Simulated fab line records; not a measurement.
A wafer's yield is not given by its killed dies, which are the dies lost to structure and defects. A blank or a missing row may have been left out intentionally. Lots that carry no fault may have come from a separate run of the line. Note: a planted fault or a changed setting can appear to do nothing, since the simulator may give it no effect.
Matching of chambers | flow n5_finfet | 4 sister chambers for N5_MOL_CONTACT_COAG_DESCUM_45 on rie_diel-06
The step chemistry O2, time 7 s. 8 wafers are shown with their chamber, then 9 later ones without.

== WAFERS PAIRED WITH THEIR CHAMBERS ==
wafer  | chamber | drypump_motor_current_A (A) | throttle_valve_pct (%)
L086.3 | 3       | 6.6                         | 20.63
L086.5 | 2       | 5.5                         | 20.33
L089.1 | 0       | 6.2                         | 20.43
L089.2 | 3       | 6.6                         | 20.64
L089.3 | 2       | 5.4                         | 20.32
L089.4 | 1       | 4.8                         | 20.73
L089.5 | 1       | 4.8                         | 20.73
L089.6 | 0       | 6.2                         | 20.45

== WAFERS MISSING THEIR CHAMBER ==
wafer  | drypump_motor_current_A (A) | throttle_valve_pct (%)
L092.1 | 6.6                         | 20.65
L092.2 | 5.4                         | 20.35
L092.3 | 4.8                         | 20.75
L095.2 | 4.8                         | 20.77
L095.3 | 6.2                         | 20.48
L095.4 | 5.4                         | 20.35
L096.1 | 5.4                         | 20.39
L096.2 | 6.6                         | 20.66
L096.4 | 6.2                         | 20.47

== WHICH CHAMBER EACH ONE RAN IN ==
wafer  | from the rows above | in truth
L092.1 | 3                   | 3
L092.2 | 2                   | 2
L092.3 | 1                   | 1
L095.2 | 1                   | 1
L095.3 | 0                   | 0
L095.4 | 2                   | 2
L096.1 | 2                   | 2
L096.2 | 3                   | 3
L096.4 | 0                   | 0
9 of 9 placed correctly. Not placeable from these rows: 0. Number placed wrongly: 0.
How it was worked out, from the rows above alone: a wafer's distance from a chamber is the root of the sum, over the readings, of the square of ((its reading less the chamber's mean) divided by the reading's scatter). The wafer belongs to the nearest chamber; if the next one is less than 2 further off, it can't be placed. A chamber's mean is the mean of its shown wafers. How the scatter is found: for the shown wafers, subtract from each reading the mean of its chamber, square and add these, divide the total by (wafers less chambers), then take the root.
